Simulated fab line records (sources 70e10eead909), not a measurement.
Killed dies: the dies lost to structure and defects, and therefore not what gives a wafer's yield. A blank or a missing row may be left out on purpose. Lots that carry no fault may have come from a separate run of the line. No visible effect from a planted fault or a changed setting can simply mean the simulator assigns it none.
Tool commonality check :: flow nandHarc :: 4 lots and 11 wafers in the sample

REASON IT WAS OPENED
At NHARC_END_SORT_01 the reading killedDies is flagged on 2 of 4 lots. Fault-free wafers read 32, with a standard deviation of 9.
Rule: a lot is flagged in two cases, either no wafer of it has a number, or all its wafers with numbers fall more than 4 standard deviations from that mean. The rest of the lots are taken to be sound.

lot: L696
measured: day 22 00:27
on: prober-02
killedDies, wafer by wafer: 103 96 106
flag: FLAGGED

lot: L699
measured: day 22 22:19
on: prober-02
killedDies, wafer by wafer: 29 26
flag: 

lot: L697
measured: day 23 06:07
on: prober-02
killedDies, wafer by wafer: 91 100 104
flag: FLAGGED

lot: L702
measured: day 24 05:35
on: prober-02
killedDies, wafer by wafer: 30 29 27
flag: 
The mean of the flagged lots' numbers is 100, +68 from the usual (+8 standard deviations).

WHICH TOOL EACH LOT WENT THROUGH
The record holds 3 process steps before the reading, out of a route of 1159 steps. Every cell lists first the tool, next ch and the chambers used by the sampled wafers, and last the start.
lot: L696
flag: FLAGGED
NHARC_A_WL_FILL_CVD_20: cvdW-02 ch 0,1, day 18 10:41
NHARC_A_BONDPAD_DESCUM_11: rieDiel-01 ch 0,1,2, day 20 15:05
NHARC_A_BONDPAD_ETCH_34: rieDiel-01 ch 0,2,3, day 20 15:10

lot: L699
flag: 
NHARC_A_WL_FILL_CVD_20: cvdW-01 ch 0,1, day 19 00:57
NHARC_A_BONDPAD_DESCUM_11: rieDiel-06 ch 1,2,3, day 20 22:28
NHARC_A_BONDPAD_ETCH_34: rieDiel-06 ch 0,1,3, day 20 22:34

lot: L697
flag: FLAGGED
NHARC_A_WL_FILL_CVD_20: cvdW-02 ch 0,1, day 18 16:55
NHARC_A_BONDPAD_DESCUM_11: rieDiel-01 ch 1,2,3, day 20 20:29
NHARC_A_BONDPAD_ETCH_34: rieDiel-01 ch 0,3, day 20 20:35

lot: L702
flag: 
NHARC_A_WL_FILL_CVD_20: cvdW-01 ch 0,1, day 19 14:38
NHARC_A_BONDPAD_DESCUM_11: rieDiel-13 ch 0,1, day 21 20:46
NHARC_A_BONDPAD_ETCH_34: rieDiel-13 ch 0,1,3, day 21 21:02
What the steps here do:
- NHARC_A_WL_FILL_CVD_20: deposits W, target thk 75 nm, time 5064 s.
- NHARC_A_BONDPAD_DESCUM_11: chemistry O2, time 3 s.
- NHARC_A_BONDPAD_ETCH_34: etches the open film in N2/H2, target depth 60 nm, overetch 18 nm, time 65.91 s.
- NHARC_END_SORT_01

FLAGGED OVER TOTAL, TOOL BY TOOL (the gauges that took the reading come last)
step: NHARC_A_WL_FILL_CVD_20
tool: cvdW-01
lots run: 2
flagged: 0
share of the flagged lots: none
sound lots run after its first flagged lot: -

step: NHARC_A_WL_FILL_CVD_20
tool: cvdW-02
lots run: 2
flagged: 2
share of the flagged lots: all
sound lots run after its first flagged lot: 0

step: NHARC_A_BONDPAD_DESCUM_11
tool: rieDiel-01
lots run: 2
flagged: 2
share of the flagged lots: all
sound lots run after its first flagged lot: 0

step: NHARC_A_BONDPAD_DESCUM_11
tool: rieDiel-06
lots run: 1
flagged: 0
share of the flagged lots: none
sound lots run after its first flagged lot: -

step: NHARC_A_BONDPAD_DESCUM_11
tool: rieDiel-13
lots run: 1
flagged: 0
share of the flagged lots: none
sound lots run after its first flagged lot: -

step: NHARC_A_BONDPAD_ETCH_34
tool: rieDiel-01
lots run: 2
flagged: 2
share of the flagged lots: all
sound lots run after its first flagged lot: 0

step: NHARC_A_BONDPAD_ETCH_34
tool: rieDiel-06
lots run: 1
flagged: 0
share of the flagged lots: none
sound lots run after its first flagged lot: -

step: NHARC_A_BONDPAD_ETCH_34
tool: rieDiel-13
lots run: 1
flagged: 0
share of the flagged lots: none
sound lots run after its first flagged lot: -

step: NHARC_END_SORT_01
tool: prober-02
lots run: 4
flagged: 2
share of the flagged lots: all
sound lots run after its first flagged lot: 2 (L699,L702)

WHAT IS ALLOWED BY THE TABLE
4 rows of the table ran every flagged lot: cvdW-02 at NHARC_A_WL_FILL_CVD_20, rieDiel-01 at NHARC_A_BONDPAD_DESCUM_11, rieDiel-01 at NHARC_A_BONDPAD_ETCH_34, prober-02 at NHARC_END_SORT_01.
- cvdW-02 at NHARC_A_WL_FILL_CVD_20 ran 2 lots, 2 of them flagged. Because this sample shows no sound lot run on it before its first flagged lot, the start cannot be pinned down more closely.
- rieDiel-01 at NHARC_A_BONDPAD_DESCUM_11 ran 2 lots, 2 of them flagged. Because this sample shows no sound lot run on it before its first flagged lot, the start cannot be pinned down more closely.
- rieDiel-01 at NHARC_A_BONDPAD_ETCH_34 ran 2 lots, 2 of them flagged. Because this sample shows no sound lot run on it before its first flagged lot, the start cannot be pinned down more closely.
- prober-02 at NHARC_END_SORT_01 ran 4 lots, 2 of them flagged. Lots that were sound ran on it after the first flagged one (L699, L702); a persistent fault on the entire tool would not allow that.
Counting lots can't tell these 2 tools apart, because each fits a fault that began at some hour. More lots, or a look at what each step does to the wafer, might.

WHAT THE SIMULATOR HAD INSERTED
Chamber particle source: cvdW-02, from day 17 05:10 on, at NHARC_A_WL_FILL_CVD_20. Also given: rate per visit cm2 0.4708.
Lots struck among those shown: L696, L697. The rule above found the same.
